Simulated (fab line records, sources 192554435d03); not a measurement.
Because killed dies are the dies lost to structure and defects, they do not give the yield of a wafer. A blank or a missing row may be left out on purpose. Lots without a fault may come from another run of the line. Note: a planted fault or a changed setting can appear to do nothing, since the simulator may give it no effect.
A struck lot beside a sound one + flow n5-finfet + 20 steps out of a route of 1938
Sound: these wafers, L406.2, L406.3, L406.5. Struck: wafers L404.1, L404.4, L404.6. At the end, the cause is stated.
Order at every step that has rows: each side's tool, ch and its chambers, its first start. Under that, the readings that differ: sound wafers + struck wafers + difference of the means + sigmas: that difference in standard deviations of wafers without a fault.
alike: readings whose means differ by less than 2 such deviations, and words and numbers that are the same on both sides. not compared: withheld readings, readings that some wafer has no value for, bounds like >300 that may hide the same value, and numbers for which the record gives no deviation and whose values overlap.
The two part at a step that has a row with sigmas, a row that says differs or no value, or rows on one side only. Non-overlapping numbers with no deviation appear without sigmas and do not part them. A reading missing from all wafers of one side parts the sides only when that side holds two or more wafers.

first, 9 steps without rows for these wafers: N5_BEOL_M6_DESCUM_16 (chemistry O2, time 7.9 s); N5_BEOL_M6_ETCH_61 (etches SiARC in CF4, target depth 45.5 nm, time 75.8 s); N5_BEOL_M6_ETCH_62 (etches SOC in N2/H2, target depth 110 nm, overetch 22 nm, time 165 s); N5_BEOL_M6_STRIP_68 (strips in N2/H2); N5_BEOL_M6_STRIP_67 (strips in CF4); N5_BEOL_M6_HM_OPEN_17 (chemistry Cl2/BCl3, target TiN, target depth 20 nm, overetch 6 nm); N5_BEOL_M6_STRIP_19 (strips in O2); N5_BEOL_M6_COAT_63 (time 60 s, resist thk 60 nm); N5_BEOL_M6_COAT_64 (time 60 s, resist thk 12 nm).
N5_BEOL_M6_COAT_71: time 60 s, resist thk 5 nm.
  sound on litho-track-04 ch 0, day 16 20:18; struck on litho-track-01 ch 0, day 15 16:07
| reading                                         | sound                | struck               | difference | sigmas      |
|-------------------------------------------------|----------------------|----------------------|------------|-------------|
| exhaust-pa (Pa)                                 | 43.2 42.7 44.5       | 45.5 46.7 46.3       | +2.7       | +3          |
| spin-speed-rpm (rpm)                            | 1500.2 1500.6 1500.3 | 1229.0 1232.2 1229.2 | -270.2     | -99 or more |
| model.underlayer_of_BEOL_M6_COAT_71.thk-nm (nm) | 5 5 5                | 5.6 5.6 5.6          | +0.6       |             |
  alike: chill-plate-temp-C
then, 7 steps without rows for these wafers: N5_BEOL_M6_COAT_22 (resist thk 30 nm); N5_BEOL_M6_EBR_24; N5_BEOL_M6_SOFTBAKE_23 (time 60 s); N5_BEOL_M6_EXPOSE_25 (exposes mask V5, target cd 40 nm); N5_BEOL_M6_PEB_26 (peb time 60 s); N5_BEOL_M6_DEVELOP_27 (develop time 30 s); N5_BEOL_M6_DESCUM_33 (chemistry O2, time 7 s).
N5_BEOL_M6_ETCH_72: etches underlayer in N2/H2, target depth 6.5 nm, time 5.2 s.
  sound on rie-diel-03 ch 0,2,3, day 16 20:44; struck on rie-diel-05 ch 0,3, day 15 16:40
| reading                  | sound             | struck           | difference | sigmas |
|--------------------------|-------------------|------------------|------------|--------|
| etch-rf-on-time-s (s)    | 5.34 5.22 5.37    | 5.79 5.84 5.77   | +0.49      | +5     |
| model.etch.depth-nm (nm) | 5.036 5.028 5.061 | 5.533 5.543 5.55 | +0.500     |        |
  alike: chamber-pressure-mTorr, drypump-motor-current-A, oes-product-au, rf-vpp-V, showerhead-plenum-p-Torr, throttle-valve-pct
  not compared: rf-hours-counter-h
then, 2 steps without rows for these wafers: N5_BEOL_M6_ETCH_65 (etches SiARC in CF4, target depth 15.6 nm, time 26 s); N5_PASSIVATION_PROBE_49.

== WHERE THEY PART ==
First at N5_BEOL_M6_COAT_71; last, within this record, at N5_BEOL_M6_ETCH_72.

WHY: what the simulator had put in
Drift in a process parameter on litho-track-01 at N5_BEOL_M6_COAT_71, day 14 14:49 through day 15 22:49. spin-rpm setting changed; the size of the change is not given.
